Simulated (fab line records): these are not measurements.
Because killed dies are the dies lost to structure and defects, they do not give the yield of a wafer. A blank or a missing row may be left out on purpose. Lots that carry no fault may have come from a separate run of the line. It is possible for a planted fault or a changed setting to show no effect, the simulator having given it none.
A struck lot beside a sound one || flow n5-finfet || 38 out of 1938 route steps
Sound: the wafers L943.3, L943.5, L943.6. Wafers L945.1, L945.2, L945.4 were the ones struck. Last of all comes the cause.
For every step that has rows: the tool of each side, followed by ch and its chambers, followed by its first start. Under that, the readings that differ: sound wafers || struck wafers || difference of the means || sigmas: that difference in standard deviations of wafers without a fault.
alike: a reading whose means differ by less than 2 such deviations, as well as words and numbers matching on both sides. not compared: withheld readings; readings where some wafer has no value; bounds like >300 that might hide an equal value; numbers whose values overlap and for which the record gives no deviation.
A row with sigmas, a row that says differs or no value, or rows on one side alone: a step with any of these is where the two part. When numbers do not overlap yet have no deviation, they are printed without sigmas and do not part them. A reading missing from all wafers of one side parts the sides only when that side holds two or more wafers.

first, 9 steps without rows for these wafers: N5_BEOL_M4_ANNEAL_95 (time 240 s); N5_BEOL_M4_SPUTTER_96 (material Cu, target thk 4.5 nm, time 8.29 s); N5_BEOL_M4_ECD_50 (material Cu, target thk 300 nm); N5_BEOL_M4_ANNEAL_51 (time 90 s); N5_BEOL_M4_CMP_52 (polishes, stops on SiOC, t overpolish 6.8 s, target thk 40 nm); N5_BEOL_M4_PRE_CLEAN_60 (time 15 s); N5_BEOL_M4_CO_CAP_55 (material Co, precursor CCTBA/H2, target thk 2 nm, time 102.1 s); N5_BEOL_M4_PRE_CLEAN_56 (time 15 s); N5_BEOL_M4_DEP_57 (deposits SiCN from 3MS/NH3, target thk 8 nm, time 14 s).
N5_BEOL_M4_RC_MEAS_101:
  sound on prober-02 ch 0, day 8 05:37; struck on prober-01 ch 0, day 9 05:13
  alike: DIBL_N, DIBL_P, IOFF_N, IOFF_P, ION_N, ION_P, SS_N, SS_P, VT_N, VT_P
then, 24 steps without rows for these wafers: N5_BEOL_M5_ILD_DEP_00 (deposits SiCOH lowk from DEMS/porogen, target thk 140.64 nm, time 25.9 s); N5_BEOL_M5_CURE_79 (cures SiCOH lowk, time 240 s); N5_BEOL_M5_PECVD_70 (deposits SiO2 from TEOS/O2, target thk 16 nm, time 18 s); N5_BEOL_M5_HM_DEP_02 (deposits TiN, target thk 20 nm); N5_BEOL_M5_COAT_59 (time 60 s, resist thk 60 nm); N5_BEOL_M5_COAT_60 (time 60 s, resist thk 12 nm); N5_BEOL_M5_COAT_71 (time 60 s, resist thk 5 nm); N5_BEOL_M5_COAT_05 (resist thk 30 nm); N5_BEOL_M5_EBR_07; N5_BEOL_M5_SOFTBAKE_06 (time 60 s); N5_BEOL_M5_EXPOSE_08 (exposes mask M5, target cd 28 nm); N5_BEOL_M5_PEB_09 (peb time 60 s); N5_BEOL_M5_DEVELOP_10 (develop time 30 s); N5_BEOL_M5_DESCUM_16 (chemistry O2, time 7 s); N5_BEOL_M5_ETCH_72 (etches underlayer in N2/H2, target depth 6.5 nm, time 5.2 s); N5_BEOL_M5_ETCH_61 (etches SiARC in CF4, target depth 15.6 nm, time 26 s); N5_BEOL_M5_ETCH_62 (etches SOC in N2/H2, target depth 75 nm, overetch 15 nm, time 112.5 s); N5_BEOL_M5_STRIP_63 (strips in N2/H2); N5_BEOL_M5_STRIP_73 (strips in N2/H2); N5_BEOL_M5_STRIP_64 (strips in CF4); N5_BEOL_M5_HM_OPEN_17 (chemistry Cl2/BCl3, target TiN, target depth 20 nm, overetch 6 nm); N5_BEOL_M5_STRIP_19 (strips in O2); N5_BEOL_M5_COAT_65 (time 60 s, resist thk 60 nm); N5_BEOL_M5_COAT_66 (time 60 s, resist thk 12 nm).
N5_BEOL_M7_TRENCH_ETCH_37: etches SiCOH lowk in C4F6/O2, target depth 93.478 nm, time 31.2 s.
  sound on rie-diel-02 ch 2,3, day 9 11:25; struck on rie-diel-05 ch 0,1,2, day 10 07:31
  no value came back on the struck wafers for any of 9 readings (C4F6_flow_sccm (sccm), O2_flow_sccm (sccm) and others); on the sound wafers C4F6_flow_sccm (sccm) reads 10.016 9.972 9.990
{"reading": "model.TiN_of_BEOL_M7_HM_DEP_02.thk-nm (nm)", "sound": "17.2 17 17.2", "struck": "19.8 19.8 20", "difference": "+2.7", "sigmas": ""}
  not compared: rf-hours-counter-h
N5_BEOL_M7_OCD_MEAS_38:
  sound: ocd-01 at day 9 11:35; struck: ocd-01 at day 10 07:40
{"reading": "trench-depth-nm (nm)", "sound": "93.6 93.0 94.2", "struck": "0.2 0.0 0.0", "difference": -93.5, "sigmas": -58}
N5_BEOL_M7_CMP_52: polishes, stops on SiCOH lowk, t overpolish 6.9 s, target thk 80 nm.
  sound on cmp-02 ch 0,2,3, day 9 14:04; struck on cmp-03 ch 0,2,3, day 10 09:40
{"reading": "model.Cu_of_BEOL_M7_ECD_50.thk-nm (nm)", "sound": "79.2 80 81.2", "struck": "0 0 0", "difference": -80, "sigmas": ""}
  alike: motor-current-A
-- the record jumps here: 3 days lie between the struck wafers' starts before and after (it left off in module BEOL_M7 and takes up again in module PASSIVATION, whose first step shown is number 1936 of the route) --
N5_PASSIVATION_PROBE_49:
  sound: prober-01 at day 12 15:44; struck: prober-02 at day 13 06:02
{"reading": "defect-limited-yield (%)", "sound": "91.9 90.8 89.9", "struck": "0 0 0", "difference": -91, "sigmas": -76}
{"reading": "killed_at_M4_up", "sound": "14 5 23", "struck": "1093 1082 1102", "difference": "+1078", "sigmas": "+99 or more"}
{"reading": "killed-dies", "sound": "96 108 119", "struck": "1180 1180 1180", "difference": "+1072", "sigmas": "+77"}
{"reading": "killed-on-rim", "sound": "15 12 14", "struck": "152 152 152", "difference": "+138", "sigmas": "+36"}
{"reading": "sort_bin_5_function (%)", "sound": "5.3 4.8 6.4", "struck": "96.4 95.8 96.4", "difference": "+90.7", "sigmas": "+99 or more"}
{"reading": "sort-n-pass", "sound": "1084 1072 1061", "struck": "0 0 0", "difference": -1072, "sigmas": -77}
{"reading": "sort-yield-pct (%)", "sound": "91.9 90.8 89.9", "struck": "0 0 0", "difference": -91, "sigmas": -76}
  alike: killed_at_M0_to_M3, killed-at-contacts, killed-at-front-end, killed-at-other, killed-open, killed-short, sort_bin_6_memory

WHERE THEY PART
Last at N5_PASSIVATION_PROBE_49 as far as this record goes, first at N5_BEOL_M7_TRENCH_ETCH_37.

WHY: whatever the simulator had introduced
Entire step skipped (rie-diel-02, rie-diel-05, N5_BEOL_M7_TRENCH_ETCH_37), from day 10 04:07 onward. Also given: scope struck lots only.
